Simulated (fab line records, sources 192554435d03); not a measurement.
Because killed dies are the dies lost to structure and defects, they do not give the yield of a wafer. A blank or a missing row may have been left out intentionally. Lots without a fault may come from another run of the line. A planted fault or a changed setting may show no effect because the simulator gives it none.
Chamber matching -- flow n5-finfet -- N5_BEOL_M11_STRIP_19 on rie-diel-04: 4 sister chambers
The step strips in O2. 8 wafers are shown with their chamber, then 10 later ones without.

## WAFERS, EACH WITH ITS CHAMBER
wafer,chamber,drypump-motor-current-A (A),throttle-valve-pct (%)
L081.6,3,5.2,16.73
L082.4,0,5.9,17.08
L082.5,2,5.7,16.79
L085.1,1,5.2,16.74
L085.2,3,5.1,16.75
L085.3,0,5.9,17.10
L086.2,1,5.3,16.72
L086.3,2,5.7,16.82

## WAFERS WHOSE CHAMBER IS MISSING
wafer,drypump-motor-current-A (A),throttle-valve-pct (%)
L086.4,5.1,16.77
L092.1,5.1,16.78
L092.2,5.9,17.13
L092.3,5.7,16.84
L093.1,5.1,16.79
L093.3,5.7,16.83
L093.4,5.2,16.80
L094.3,5.1,16.80
L094.4,5.2,16.30
L094.6,5.7,16.85

## EACH ONE'S CHAMBER
wafer,from the rows above,in truth
L086.4,can't be placed: 3 or 1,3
L092.1,can't be placed: 3 or 1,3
L092.2,0,0
L092.3,2,2
L093.1,can't be placed: 3 or 1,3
L093.3,2,2
L093.4,can't be placed: 3 or 1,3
L094.3,can't be placed: 3 or 1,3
L094.4,can't be placed: 1 or 3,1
L094.6,2,2
Correct placement for 4 of the 10. Can't be placed from these rows: 6 (the true chamber is among the candidates in 6). 0 placed wrongly.
How it was worked out, from the rows above alone: a wafer's distance from a chamber is the root of the sum, over the readings, of the square of ((its reading less the chamber's mean) divided by the reading's scatter). The wafer belongs to the nearest chamber; if the next one is less than 2 further off, it can't be placed. For every chamber, the mean is computed from those of its wafers that are shown. The scatter is the square root of a quotient: the sum, over the shown wafers, of each reading's squared deviation from its chamber's mean, divided by wafers minus chambers.
